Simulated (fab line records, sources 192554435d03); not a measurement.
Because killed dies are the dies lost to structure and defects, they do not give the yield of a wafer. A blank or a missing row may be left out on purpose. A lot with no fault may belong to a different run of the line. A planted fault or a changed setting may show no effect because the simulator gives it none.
Lot-split experiment -- flow n5Finfet -- route with 1938 steps; 7 lots, 21 wafers read

ABOUT THE SPLIT
At N5_BEOL_M0_SAQP_COAT_87 (time 60 s, resist thk 5 nm), the setting spinRpm was moved away from the recipe's 1500 rpm on 6 of the 21 wafers read, by -10.1% to +11.1%. All remaining wafers had this setting at the recipe value.

There is no step in the file separating the split from the reading.

THE READING
etch.depthNm (the simulator's own value, which no gauge read), in nm, at N5_BEOL_M0_SAQP_ETCH_88 (etches underlayer in N2/H2, target depth 6.5 nm, time 5.2 s). There is no usual value for it anywhere in the file. Average 5.000 nm, standard deviation 0.014 nm, over the 15 wafers here run with the recipe.

wafer,"tool, chamber at the split","spinRpm as run, rpm",against the recipe,"etch.depthNm, nm",against lot-mates on the recipe
L075.1,"lithoTrack-04, 0",1500,recipe,4.992,-
L075.3,"lithoTrack-04, 0",1666,+11.1%,4.752,-0.249
L075.5,"lithoTrack-04, 0",1500,recipe,5.009,-
L082.1,"lithoTrack-04, 0",1500,recipe,5.005,-
L082.2,"lithoTrack-04, 0",1500,recipe,4.997,-
L082.6,"lithoTrack-04, 0",1500,recipe,4.99,-
L083.1,"lithoTrack-02, 0",1457,-2.9%,5.056,+0.080
L083.3,"lithoTrack-02, 0",1500,recipe,4.969,-
L083.4,"lithoTrack-02, 0",1500,recipe,4.982,-
L087.1,"lithoTrack-05, 0",1500,recipe,4.988,-
L087.2,"lithoTrack-05, 0",1348,-10.1%,5.263,+0.275
L087.4,"lithoTrack-05, 0",1348,-10.1%,5.261,+0.273
L093.3,"lithoTrack-04, 0",1409,-6.1%,5.163,+0.155
L093.5,"lithoTrack-04, 0",1500,recipe,5.008,-
L093.6,"lithoTrack-04, 0",1409,-6.1%,5.166,+0.158
L095.2,"lithoTrack-04, 0",1500,recipe,5,-
L095.4,"lithoTrack-04, 0",1500,recipe,5.015,-
L095.6,"lithoTrack-04, 0",1500,recipe,4.998,-
L096.1,"lithoTrack-02, 0",1500,recipe,5.012,-
L096.3,"lithoTrack-02, 0",1500,recipe,5.017,-
L096.6,"lithoTrack-02, 0",1500,recipe,5.025,-

FIT RESULTS
A straight line over all 21 wafers: etch.depthNm changes by -0.0247 nm for each +1% of spinRpm; r = -0.99; the points scatter about the line by 0.015 nm.
The same after taking each lot's own level away (the mean of its wafers on the recipe; 21 wafers): -0.0252 nm for each +1%; r = -1.00; scatter 0.01 nm.
That fit puts the effect of the largest move of spinRpm on the reading at 0.28 nm.
Across the lots, their own levels run from 4.9755 to 5.0180 nm, a range of 3.0 times the standard deviation given above.
The two slopes agree, so the slope changes little with the lot-to-lot level.
Check: -0.296 nm against its lot-mates is what the line predicts for one of the wafers moved furthest among these (+11.1%) when that wafer is left out of the fit. Against them it came out at -0.249 nm.

THESE WAFERS: OTHER SPLITS
Note: prior to the reading, these wafers also went through further splits. Each is held against what the fit with the lots' levels taken away leaves over:
other split on the same wafers,wafers away from the commonest value,r with etch.depthNm (lot level and that fit taken away)
N5_GATE_CUT_DESCUM_18 timeS,7,-0.14
N5_MOL_CONTACT_COAG_PECVD_31 tempC,7,+0.07
N5_MOL_CONTACT_COAG_EXPOSE_81 doseMj,2,+0.03
N5_BEOL_M0_SAQP_COAT_08 spinRpm,8,+0.18
N5_BEOL_M0_SAQP_DEVELOP_13 developTimeS,6,-0.04

THE FILE'S OWN FIT
etch.depthNm changes by -0.0248 nm for each +1% of spinRpm, r = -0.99.
